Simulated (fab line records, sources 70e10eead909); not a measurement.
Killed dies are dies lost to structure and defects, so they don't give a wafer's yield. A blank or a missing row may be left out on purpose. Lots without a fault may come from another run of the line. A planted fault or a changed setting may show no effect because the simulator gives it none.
Chamber matching | flow nand_harc | NHARC_A_CHANNEL_FILL_D1_ALD_25 on ald_hk-03: 4 sister chambers
The step deposits SiOx, target thk 60 nm, pulse time 10 s, ald cycles 600. 4 wafers are shown with their chamber, then 12 later ones without.

WAFERS WITH THEIR CHAMBER
wafer  | chamber | heater_power_w (W)
L086.2 | 3       | 546
L089.4 | 0       | 480
L089.5 | 2       | 410
L089.6 | 1       | 416

WAFERS WITHOUT THEIR CHAMBER
wafer  | heater_power_w (W)
L091.4 | 468
L091.1 | 420
L091.5 | 563
L093.2 | 411
L093.4 | 464
L093.5 | 592
L094.3 | 405
L094.4 | 582
L094.1 | 471
L094.2 | 401
L094.5 | 412
L094.6 | 573

WHICH CHAMBER EACH WENT THROUGH
wafer  | from the rows above          | in truth
L091.4 | can't be placed: 0 or 1      | 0
L091.1 | can't be placed: 1 or 2      | 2
L091.5 | 3                            | 3
L093.2 | can't be placed: 2 or 1      | 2
L093.4 | can't be placed: 0 or 1 or 2 | 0
L093.5 | 3                            | 3
L094.3 | can't be placed: 2 or 1      | 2
L094.4 | 3                            | 3
L094.1 | 0                            | 0
L094.2 | can't be placed: 2 or 1      | 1
L094.5 | can't be placed: 2 or 1      | 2
L094.6 | 3                            | 3
Placed correctly: 5 of 12. Can't be placed from these rows: 7 (the true chamber is among the candidates in 7). Placed wrongly: 0.
How it was worked out, from the rows above alone: a wafer's distance from a chamber is the root of the sum, over the readings, of the square of ((its reading less the chamber's mean) divided by the reading's scatter). The wafer belongs to the nearest chamber; if the next one is less than 2 further off, it can't be placed. A chamber's mean is the mean of its shown wafers. The scatter: with one shown wafer a chamber, the root of the mean of the squares of how far each hidden wafer lies from its nearest shown one.
